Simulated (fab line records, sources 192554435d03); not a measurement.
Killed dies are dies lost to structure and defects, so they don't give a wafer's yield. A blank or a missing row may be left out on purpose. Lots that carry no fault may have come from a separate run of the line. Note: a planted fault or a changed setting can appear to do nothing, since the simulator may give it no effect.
Comparing a struck lot with a sound one / flow n5Finfet / 36 out of 1938 route steps
Sound: wafers L717.2, L717.4, L717.6. Struck: wafers L724.4, L724.5, L724.6. The cause is named last.
Per side, at each step with rows, come the tool, then ch with its chambers, and then its first start. Under that, the readings that differ: sound wafers / struck wafers / difference of the means / sigmas: that difference in standard deviations of wafers without a fault.
alike: readings with means less than 2 such deviations apart, plus words and numbers identical on both sides. not compared: withheld readings, readings lacking a value on some wafer, bounds such as >300 that could conceal the same value, and numbers that have no deviation in the record and whose values overlap.
The two part at a step that has a row with sigmas, a row that says differs or no value, or rows on one side only. Numbers that have no deviation but don't overlap get no sigmas and don't part them. Lack of a reading on every wafer of one side parts them only where that side has two or more wafers.

first, 10 steps without rows for these wafers: N5_BEOL_M11_DESCUM_33 (chemistry O2, time 7.9 s); N5_BEOL_M11_ETCH_65 (etches SiARC in CF4, target depth 39 nm, time 65 s); N5_BEOL_M11_ETCH_66 (etches SOC in N2/H2, target depth 120 nm, overetch 24 nm, time 180 s); N5_BEOL_M11_STRIP_69 (strips in N2/H2); N5_BEOL_M11_VIA_ETCH_34 (etches SiCOH lowk in C4F6/O2, target depth 184.5 nm, time 69.2 s); N5_BEOL_M11_STRIP_73 (strips in C4F6/O2); N5_BEOL_M11_STRIP_36 (strips in N2/H2); N5_BEOL_M11_TRENCH_ETCH_37 (etches SiCOH lowk in C4F6/O2, target depth 148.83 nm, time 48 s); N5_BEOL_M11_ETCH_41 (etches SiCN in CH3F/O2, target depth 42.6 nm, time 86 s); N5_BEOL_M11_STRIP_77 (strips in N2/H2, time 10 s).
N5_BEOL_M11_HM_STRIP_39: strips TiN in peroxide tin strip, target depth 25 nm, time 158 s.
  sound on wetBench-03 ch 0,2,7, day 13 14:27; struck on wetBench-06 ch 3,5,7, day 15 17:58
then, 24 steps without rows for these wafers: N5_BEOL_M11_SRD_40 (time 30 s); N5_BEOL_M11_PRECLEAN_42 (cleans in residue remover, time 60 s); N5_BEOL_M11_SRD_43 (time 30 s); N5_BEOL_M11_CURE_72 (cures SiCOH lowk, time 120 s); N5_BEOL_M11_DEGAS_44 (time 60 s); N5_BEOL_M11_PRE_CLEAN_45 (time 30 s); N5_BEOL_M11_ALD_74 (deposits TaN, target thk 2 nm, pulse time 2 s, purge time 3 s); N5_BEOL_M11_SURFACE_TREAT_76; N5_BEOL_M11_CVD_75 (deposits Co from CCTBA/H2, target thk 2 nm, time 138.9 s); N5_BEOL_M11_SPUTTER_48 (material Cu, target thk 12 nm, time 2 s); N5_BEOL_M11_ECD_50 (material Cu, target thk 318 nm); N5_BEOL_M11_ANNEAL_51 (time 90 s); N5_BEOL_M11_CMP_52 (polishes, stops on SiCOH lowk, t overpolish 7 s, target thk 140 nm); N5_BEOL_M11_PRE_CLEAN_55 (time 15 s); N5_BEOL_M11_DEP_56 (deposits SiCN from 3MS/NH3, target thk 30 nm, time 10.5 s); N5_BEOL_M12_ILD_DEP_00 (deposits SiOC from DEMS/O2, target thk 658.92 nm, time 130.7 s); N5_BEOL_M12_COAT_58 (time 60 s, resist thk 89 nm); N5_BEOL_M12_COAT_04 (resist thk 400 nm); N5_BEOL_M12_EBR_06; N5_BEOL_M12_SOFTBAKE_05 (time 60 s); N5_BEOL_M12_EXPOSE_07 (exposes mask V11); N5_BEOL_M12_PEB_08 (peb time 90 s); N5_BEOL_M12_DEVELOP_09 (develop time 45 s); N5_BEOL_M12_HARDBAKE_14 (time 120 s).
N5_PASSIVATION_PROBE_49:
  sound on prober-01 at day 15 13:05; struck on prober-02 at day 17 16:22
reading=defectLimitedYield (%); sound=89.7 91.1 92.3; struck=83.5 82.8 80.7; difference=-8.7; sigmas=-6
reading=killed_at_M4_up; sound=15 8 3; struck=104 128 141; difference=+116; sigmas=+23
reading=killedDies; sound=121 105 91; struck=195 203 228; difference=+103; sigmas=+6
reading=sort_bin_5_function (%); sound=5.5 5.3 4.6; struck=10.8 10.3 12.1; difference=+5.9; sigmas=+6
reading=sortNPass; sound=1058 1075 1089; struck=985 977 952; difference=-103; sigmas=-6
reading=sortYieldPct (%); sound=89.7 91.1 92.3; struck=83.5 82.8 80.7; difference=-8.7; sigmas=-6
  alike: killed_at_M0_to_M3, killedAtContacts, killedAtFrontEnd, killedAtOther, killedOpen, killedShort, sort_bin_4_leakage, sort_bin_6_memory, sort_bin_8_speed

== WHERE THEY PART ==
At N5_PASSIVATION_PROBE_49 and nowhere else, as far as this record goes.

WHY: whatever the simulator had introduced
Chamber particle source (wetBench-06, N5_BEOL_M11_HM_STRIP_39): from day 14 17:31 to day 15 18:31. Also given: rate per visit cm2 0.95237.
